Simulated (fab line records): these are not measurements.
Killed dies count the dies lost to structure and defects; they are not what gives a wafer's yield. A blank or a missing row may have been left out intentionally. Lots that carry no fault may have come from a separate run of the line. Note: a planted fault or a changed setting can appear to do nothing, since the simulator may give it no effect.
Check of tool commonality -- flow nandHarc -- 39 wafers sampled across 13 lots

== WHY IT WAS OPENED ==
Flagged at NHARC_P_ZERO_WELL_CD_MEAS_52: reading cdNm, on 1 of 13 lots. Wafers without a fault read 2000.3 nm, standard deviation 1.3.
Rule: a lot is flagged in two cases, either no wafer of it has a number, or all its wafers with numbers fall more than 4 standard deviations from that mean. The other lots count as sound.

lot,measured,on,"cdNm (nm), wafer by wafer",flag
L272,day 1 17:48,cdSem-02,2001.9 1999.8 2001.9,
L273,day 1 23:55,cdSem-01,1998.0 1999.9 1998.2,
L274,day 2 05:55,cdSem-02,2000.1 2000.2 2000.7,
L275,day 2 11:53,cdSem-01,2000.0 1999.7 2001.0,
L276,day 2 17:53,cdSem-02,2000.0 2002.1 2001.6,
L279,day 3 11:47,cdSem-01,2002.8 2001.5 1999.9,
L280,day 3 17:44,cdSem-02,1928.9 1927.6 1928.2,FLAGGED
L281,day 3 23:52,cdSem-01,2000.0 2001.2 1999.7,
L286,day 5 05:59,cdSem-01,1999.5 1997.8 1997.9,
L291,day 6 11:46,cdSem-01,1998.0 2000.4 2001.2,
L292,day 6 17:44,cdSem-03,2001.4 2000.3 2001.2,
L293,day 6 23:47,cdSem-02,2004.0 2002.0 2002.0,
L295,day 7 11:49,cdSem-02,1999.4 1997.9 1999.5,
The numbers of the flagged lots are 1928.2 nm on average: -72.1 nm against the usual, or -55 standard deviations.

== TOOL THAT RAN EACH LOT ==
The record holds 2 process steps before the reading, out of a route of 1159 steps. Read each cell as the tool, then ch plus the chambers that the sampled wafers visited, then the start.
lot,flag,NHARC_P_ZERO_WELL_DESCUM_26,NHARC_P_ZERO_WELL_EXPOSE_49
L272,,"rieDiel-03 ch 0,1,2, day 1 14:45","krfScanner-04 ch 0, day 1 17:38"
L273,,"rieDiel-02 ch 0,1,3, day 1 20:49","krfScanner-02 ch 0, day 1 23:46"
L274,,"rieDiel-02 ch 0,1,3, day 2 02:47","krfScanner-04 ch 0, day 2 05:46"
L275,,"rieDiel-02 ch 0,2,3, day 2 08:48","krfScanner-02 ch 0, day 2 11:44"
L276,,"rieDiel-02 ch 1,2, day 2 14:44","krfScanner-03 ch 0, day 2 17:44"
L279,,"rieDiel-12 ch 0,1,2, day 3 08:46","krfScanner-04 ch 0, day 3 11:38"
L280,FLAGGED,"rieDiel-03 ch 1,2,3, day 3 14:44","krfScanner-03 ch 0, day 3 17:35"
L281,,"rieDiel-03 ch 0,1,3, day 3 20:51","krfScanner-03 ch 0, day 3 23:42"
L286,,"rieDiel-12 ch 1,2,3, day 5 02:51","krfScanner-02 ch 0, day 5 05:50"
L291,,"rieDiel-02 ch 0,1,3, day 6 08:40","krfScanner-03 ch 0, day 6 11:37"
L292,,"rieDiel-03 ch 0,3, day 6 14:44","krfScanner-04 ch 0, day 6 17:35"
L293,,"rieDiel-03 ch 0,1, day 6 20:37","krfScanner-03 ch 0, day 6 23:37"
L295,,"rieDiel-03 ch 0,1,3, day 7 08:41","krfScanner-03 ch 0, day 7 11:40"
These steps, and what they do:
- NHARC_P_ZERO_WELL_DESCUM_26: chemistry O2, time 3 s.
- NHARC_P_ZERO_WELL_EXPOSE_49: exposes mask P HVPW, target cd 2000 nm.
- NHARC_P_ZERO_WELL_CD_MEAS_52: target cd 2000 nm.

== FLAGGED AGAINST TOTAL, ONE TOOL AT A TIME (gauges that did the reading follow at the end) ==
step,tool,lots run,flagged,share of the flagged lots,sound lots run after its first flagged lot
NHARC_P_ZERO_WELL_DESCUM_26,rieDiel-02,5,0,none,-
NHARC_P_ZERO_WELL_DESCUM_26,rieDiel-03,6,1,all,"4 (L281,L292,L293,L295)"
NHARC_P_ZERO_WELL_DESCUM_26,rieDiel-12,2,0,none,-
NHARC_P_ZERO_WELL_EXPOSE_49,krfScanner-02,3,0,none,-
NHARC_P_ZERO_WELL_EXPOSE_49,krfScanner-03,6,1,all,"4 (L281,L291,L293,L295)"
NHARC_P_ZERO_WELL_EXPOSE_49,krfScanner-04,4,0,none,-
NHARC_P_ZERO_WELL_CD_MEAS_52,cdSem-01,6,0,none,-
NHARC_P_ZERO_WELL_CD_MEAS_52,cdSem-02,6,1,all,"2 (L293,L295)"
NHARC_P_ZERO_WELL_CD_MEAS_52,cdSem-03,1,0,none,-

== WHAT THE TABLE PERMITS ==
rieDiel-03 at NHARC_P_ZERO_WELL_DESCUM_26, krfScanner-03 at NHARC_P_ZERO_WELL_EXPOSE_49 and cdSem-02 at NHARC_P_ZERO_WELL_CD_MEAS_52: these 3 rows of the table ran every flagged lot.
- rieDiel-03 at NHARC_P_ZERO_WELL_DESCUM_26: 1 of its 6 lots flagged. Lots that were sound ran on it after the first flagged one (L281, L292, L293, L295); a persistent fault on the entire tool would not allow that.
- krfScanner-03 at NHARC_P_ZERO_WELL_EXPOSE_49: 1 of its 6 lots flagged. Lots that were sound ran on it after the first flagged one (L281, L291, L293, L295); a persistent fault on the entire tool would not allow that.
- cdSem-02 at NHARC_P_ZERO_WELL_CD_MEAS_52: 1 of its 6 lots flagged. Lots that were sound ran on it after the first flagged one (L293, L295); a persistent fault on the entire tool would not allow that.
Not one row of the table ran every flagged lot while running no sound lot after the first.

== WHAT HAD BEEN PUT IN BY THE SIMULATOR ==
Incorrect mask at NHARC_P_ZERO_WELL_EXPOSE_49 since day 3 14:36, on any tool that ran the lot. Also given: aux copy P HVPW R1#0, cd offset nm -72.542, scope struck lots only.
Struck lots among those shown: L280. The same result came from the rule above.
